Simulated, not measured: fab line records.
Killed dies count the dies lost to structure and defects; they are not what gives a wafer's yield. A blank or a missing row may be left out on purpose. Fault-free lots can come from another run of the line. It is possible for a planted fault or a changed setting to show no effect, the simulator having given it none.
fab line records -- flow nand-harc
record lots=5, wafers=15, last-day=33
route steps=1302 shown A_DECK1_JOINT@539 A_ONON_D2@545
lots that met no fault: from a run of the same line without faults
start-h: hours from the record's opening day to when the first of the lot's shown wafers began -- wait-h: how many hours have passed since the lot's step before this one -- " the same as in the row above -- L1.1+2: one row covering several wafers at once -- - no value, or no start was given -- * or withheld: withheld -- < > ~ a bound
route shown NAME@n: names a module that has steps shown in the file, with the first one's number in the route -- usual: mean/standard deviation of fault-free wafers -- same: alike in all rows -- chamber/n: place in a boat -- sites: the reading at each site -- _std_site: how widely they spread, as a standard deviation -- _edge_site: outer sites' mean less inner sites' -- radius-mm: how far each site lies from the wafer's centre -- mask NAME#n: copy n -- behind: the last tool/chamber to shape the wafer -- hold: why the lot was held/for how many hours/how that ended -- device: whichever transistor did not switch (one of n, p or np) -- end of line: tests of these same wafers at the route's end -- where a step has no rows: the recipe by itself -- killed: not the wafer's yield, but the dies lost to structure and defects at the first sort -- map: dies across one wafer; x = killed, . = not, _ = none there
set.NAME: the setting the step ran with; set.NAME@STEP: the setting that earlier step ran with -- model.NAME: the simulator's own value behind a step, which no gauge read
lots at selected steps of the route; one table per step, one row per wafer
services: the hour from which a tool's chamber was out of use, counted from the record's first day as start-h (under 0 if before that day), plus the number of hours and why
## steps
# step NHARC_A_DECK1_JOINT_CMP_02
# recipe material=SiOx
# usual motor-current-A=11.7/1, slurry-filter-dp-kPa=13.49/0.13
lot.wafer,tool,chamber,start-h,wait-h,motor-current-A,slurry-filter-dp-kPa
L715.4,cmp-02,2,286.20,0.4,9.8,13.53
L715.2,cmp-02,3,286.20,0.4,12.4,13.45
L715.3,cmp-02,0,286.20,0.4,12.5,13.53
L716.4,cmp-03,2,286.22,0.4,10.3,13.43
L716.5,cmp-03,1,286.22,0.4,10.6,13.43
L716.6,cmp-03,2,286.22,0.4,10.5,13.61
L731.3,cmp-02,2,444.90,0.4,10.3,13.75
L731.2,cmp-02,3,444.90,0.4,11.9,13.38
L731.6,cmp-02,2,444.90,0.4,10.7,13.40
L735.2,cmp-02,2,478.00,0.4,10.5,13.47
L735.3,cmp-02,0,478.00,0.4,12.1,13.57
L735.5,cmp-02,1,478.00,0.4,11.7,13.64
L736.3,cmp-02,0,492.39,0.4,12.5,13.36
L736.4,cmp-02,2,492.39,0.4,10.6,13.35
L736.2,cmp-02,3,492.39,0.4,12.4,13.39
# step NHARC_A_DECK1_JOINT_SRD_15
# step NHARC_A_DECK1_JOINT_DEP_16
# recipe target-thk-a=450, temp-c=400, pressure-torr=6.5, rf-w=900, teos-flow-sccm=161.4, flow-sccm=2650, target-thk-nm=45, gas=O2, material=SiO2
# usual heater-power-w=580/74, rf-fwd-power-W=896/3.2, throttle-valve-pct=15.9/0.61
lot.wafer,tool,chamber,start-h,wait-h,heater-power-w,rf-fwd-power-W,since-wet-clean-h,throttle-valve-pct
L715.2,pecvd-01,1,286.64,0.1,507,897,143,16.4
L715.3,pecvd-01,2,286.64,0.1,494,897,144,15.1
L715.4,pecvd-01,0,286.64,0.1,605,893,-,16.1
L716.4,pecvd-04,1,286.67,0.2,492,895,-,15.3
L716.5,pecvd-04,2,286.67,0.2,518,894,-,15.8
L716.6,pecvd-04,0,286.67,0.2,721,893,-,15.1
L731.3,pecvd-01,2,445.32,0.1,630,898,121,15.0
L731.2,pecvd-01,0,445.32,0.1,700,897,121,16.6
L731.6,pecvd-01,0,445.32,0.1,716,894,-,16.4
L735.3,pecvd-02,0,478.37,0.1,428,894,57,16.6
L735.2,pecvd-02,2,478.37,0.1,590,897,57,16.8
L735.5,pecvd-02,2,478.37,0.1,590,895,-,16.4
L736.3,pecvd-02,0,492.77,0.1,503,897,72,16.6
L736.2,pecvd-02,2,492.77,0.1,578,896,72,16.5
L736.4,pecvd-02,0,492.77,0.1,513,895,-,16.4
# step NHARC_A_DECK1_JOINT_THK_MEAS_17
# recipe thk-meas-gauge=ellipsometry
# usual thk-nm=45.0/1.2
lot.wafer,tool,chamber,start-h,wait-h,thk-nm
L716.4,film-metro-01,-,286.87,0.2,44.5
L716.5,film-metro-01,-,286.87,0.2,46.4
L716.6,film-metro-01,-,286.87,0.2,42.1
L715.2,film-metro-02,-,286.89,0.2,44.5
L715.3,film-metro-02,-,286.89,0.2,44.8
L715.4,film-metro-02,-,286.89,0.2,45.0
L731.2,film-metro-01,-,445.57,0.2,46.3
L731.3,film-metro-01,-,445.57,0.2,44.2
L731.6,film-metro-01,-,445.57,0.2,45.0
L735.2,film-metro-01,-,478.65,0.2,43.0
L735.3,film-metro-01,-,478.65,0.2,44.9
L735.5,film-metro-01,-,478.65,0.2,44.5
L736.2,film-metro-02,-,493.05,0.2,45.2
L736.3,film-metro-02,-,493.05,0.2,44.3
L736.4,film-metro-02,-,493.05,0.2,43.0
# step NHARC_A_DECK1_JOINT_INSPECT_05
# usual raw-defect-count=342/120
lot.wafer,tool,chamber,start-h,wait-h,raw-defect-count
L716.4,defect-inspect-02,-,286.90,0.0,250
L716.5,defect-inspect-02,-,286.90,0.0,270
L716.6,defect-inspect-02,-,286.90,0.0,324
L715.2,defect-inspect-01,-,286.93,0.0,257
L715.3,defect-inspect-01,-,286.93,0.0,153
L715.4,defect-inspect-01,-,286.93,0.0,241
L731.2,defect-inspect-02,-,445.61,0.0,287
L731.3,defect-inspect-02,-,445.61,0.0,301
L731.6,defect-inspect-02,-,445.61,0.0,324
L735.2,defect-inspect-02,-,478.69,0.0,182
L735.3,defect-inspect-02,-,478.69,0.0,205
L735.5,defect-inspect-02,-,478.69,0.0,172
L736.2,defect-inspect-02,-,493.09,0.0,473
L736.3,defect-inspect-02,-,493.09,0.0,222
L736.4,defect-inspect-02,-,493.09,0.0,456
# step NHARC_A_ONON_D2_DEP_00
# recipe target-thk-a=10000, n2-flow-sccm=2750, n2o-flow-sccm=2000, nh3-flow-sccm=500, sih4-flow-sccm=210, temp-c=400
# step NHARC_A_ONON_D2_THK_MEAS_02
# recipe thk-meas-gauge=ellipsometry
# usual thk-nm=1003/12
lot.wafer,tool,chamber,start-h,wait-h,thk-nm
L716.4,film-metro-01,-,287.47,-,1001
L716.5,film-metro-01,-,287.47,-,1001
L716.6,film-metro-01,-,287.47,-,1000
L715.2,film-metro-02,-,287.51,-,996
L715.3,film-metro-02,-,287.51,-,997
L715.4,film-metro-02,-,287.51,-,996
L731.2,film-metro-01,-,446.19,-,1006
L731.3,film-metro-01,-,446.19,-,1006
L731.6,film-metro-01,-,446.19,-,1007
L735.2,film-metro-02,-,479.27,-,972
L735.3,film-metro-02,-,479.27,-,972
L735.5,film-metro-02,-,479.27,-,973
L736.2,film-metro-01,-,493.67,-,984
L736.3,film-metro-01,-,493.67,-,985
L736.4,film-metro-01,-,493.67,-,985
# step NHARC_A_ONON_D2_DEP_03
# recipe target-thk-a=10000, n2-flow-sccm=2750, n2o-flow-sccm=2000, nh3-flow-sccm=500, sih4-flow-sccm=210, temp-c=400
# step NHARC_A_ONON_D2_THK_MEAS_05
# recipe thk-meas-gauge=ellipsometry
# usual thk-nm=1003/11
lot.wafer,tool,chamber,start-h,wait-h,thk-nm
L716.4,film-metro-01,-,288.04,-,1044
L716.5,film-metro-01,-,288.04,-,1043
L716.6,film-metro-01,-,288.04,-,1041
L715.2,film-metro-02,-,288.07,-,1001
L715.3,film-metro-02,-,288.07,-,1001
L715.4,film-metro-02,-,288.07,-,1000
L731.2,film-metro-02,-,446.75,-,1000
L731.3,film-metro-02,-,446.75,-,1000
L731.6,film-metro-02,-,446.75,-,1000
L735.2,film-metro-02,-,479.83,-,1008
L735.3,film-metro-02,-,479.83,-,1010
L735.5,film-metro-02,-,479.83,-,1009
L736.2,film-metro-02,-,494.23,-,994
L736.3,film-metro-02,-,494.23,-,990
L736.4,film-metro-02,-,494.23,-,993
# step NHARC_A_ONON_D2_DEP_06
# recipe target-thk-a=10000, n2-flow-sccm=2750, n2o-flow-sccm=2000, nh3-flow-sccm=500, sih4-flow-sccm=210, temp-c=400
# step NHARC_A_ONON_D2_THK_MEAS_08
# recipe thk-meas-gauge=ellipsometry
# usual thk-nm=995/10
lot.wafer,tool,chamber,start-h,wait-h,thk-nm
L716.4,film-metro-02,-,288.61,-,978
L716.5,film-metro-02,-,288.61,-,979
L716.6,film-metro-02,-,288.61,-,977
L715.2,film-metro-01,-,288.63,-,1001
L715.3,film-metro-01,-,288.63,-,1002
L715.4,film-metro-01,-,288.63,-,1001
L731.2,film-metro-02,-,447.32,-,1006
L731.3,film-metro-02,-,447.32,-,1003
L731.6,film-metro-02,-,447.32,-,1005
L735.2,film-metro-01,-,480.40,-,1013
L735.3,film-metro-01,-,480.40,-,1014
L735.5,film-metro-01,-,480.40,-,1013
L736.2,film-metro-02,-,494.79,-,1005
L736.3,film-metro-02,-,494.79,-,1007
L736.4,film-metro-02,-,494.79,-,1005
# step NHARC_A_ONON_D2_DEP_09
# recipe target-thk-a=10000, n2-flow-sccm=2750, n2o-flow-sccm=2000, nh3-flow-sccm=500, sih4-flow-sccm=210, temp-c=400
lot.wafer,tool,chamber,start-h,wait-h
L715.2+3+4,pecvd-onon-02,0,288.74,0.1
L716.4+5+6,pecvd-onon-04,0,288.84,0.2
L731.2+3+6,pecvd-onon-04,0,447.43,0.1
L735.2+3+5,pecvd-onon-02,0,480.51,0.1
L736.2+3+4,pecvd-onon-01,0,494.91,0.1
# step NHARC_A_ONON_D2_THK_MEAS_11
# recipe thk-meas-gauge=ellipsometry
# usual thk-nm=997/8.9
lot.wafer,tool,chamber,start-h,wait-h,thk-nm
L716.4,film-metro-02,-,289.18,-,1002
L716.5,film-metro-02,-,289.18,-,1003
L716.6,film-metro-02,-,289.18,-,1003
L715.2,film-metro-01,-,289.19,-,996
L715.3,film-metro-01,-,289.19,-,997
L715.4,film-metro-01,-,289.19,-,1000
L731.2,film-metro-01,-,447.88,-,1496
L731.3,film-metro-01,-,447.88,-,983
L731.6,film-metro-01,-,447.88,-,984
L735.2,film-metro-02,-,480.97,-,995
L735.3,film-metro-02,-,480.97,-,995
L735.5,film-metro-02,-,480.97,-,994
L736.2,film-metro-01,-,495.36,-,982
L736.3,film-metro-01,-,495.36,-,980
L736.4,film-metro-01,-,495.36,-,982
# step NHARC_A_ONON_D2_DEP_12
# recipe target-thk-a=10000, n2-flow-sccm=2750, n2o-flow-sccm=2000, nh3-flow-sccm=500, sih4-flow-sccm=210, temp-c=400
## services
tool,chamber,start-h,hours,kind
pecvd-04,-,269.00,13.0,pm
pecvd-onon-01,-,269.00,13.0,pm
pecvd-02,2,294.41,2.9,repair
pecvd-04,0,305.44,6.8,repair
pecvd-onon-04,-,311.00,13.0,pm
pecvd-01,-,311.18,13.0,pm
cmp-02,-,330.50,4.0,pm
cmp-03,-,355.21,0.9,repair
cmp-03,-,358.16,4.0,pm
cmp-02,-,364.72,11.9,repair
pecvd-onon-02,-,366.00,13.0,pm
cmp-03,-,372.30,3.4,repair
pecvd-01,-,376.15,1.6,repair
cmp-02,-,386.13,0.4,repair
pecvd-onon-01,-,400.54,5.6,repair
pecvd-02,2,406.53,4.8,repair
cmp-03,-,407.53,1.3,repair
pecvd-02,-,408.21,13.0,pm
cmp-02,-,428.50,4.0,pm
pecvd-04,1,434.68,6.7,repair
pecvd-02,-,469.65,0.7,repair
pecvd-01,0,470.44,20.6,repair
pecvd-onon-04,-,492.00,13.0,pm
pecvd-01,-,492.33,13.0,pm
## key
first-sign step=NHARC_A_ONON_D2_THK_MEAS_11, reading=thk-nm, direction=up, sigmas=56, usual=997, struck=1496
effect none on later readings
met-at NHARC_A_ONON_D2_DEP_09
struck-wafers L731.2
later-rows-left-out L731.2
sort-left-out L731.2
tester-left-out L731
onset-between 288.84 447.43
fault kind=process-parameter-drift, tool=pecvd-onon-04, chamber=-, onset-h=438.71, steps=NHARC_A_ONON_D2_DEP_09, channel=target-thk-a, offset=*, shape=step, end-h=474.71, scope=struck-wafers-only, acts-in=*, stated=*
# tester-left-out: of these lots the tester's yield and bins aren't shown, on N5 and GAA mostly nor the transistor test; their killed dies are dies lost to structure and defects alone, not to doping, threshold or leakage, so they don't give the yield
# sort-left-out: the simulated sort isn't trusted on such a fault, so these wafers' sort isn't shown, and their yield isn't known
# later-rows-left-out: the simulator's readings of these wafers behind a module that went badly wrong aren't trusted and aren't shown, but for the sort
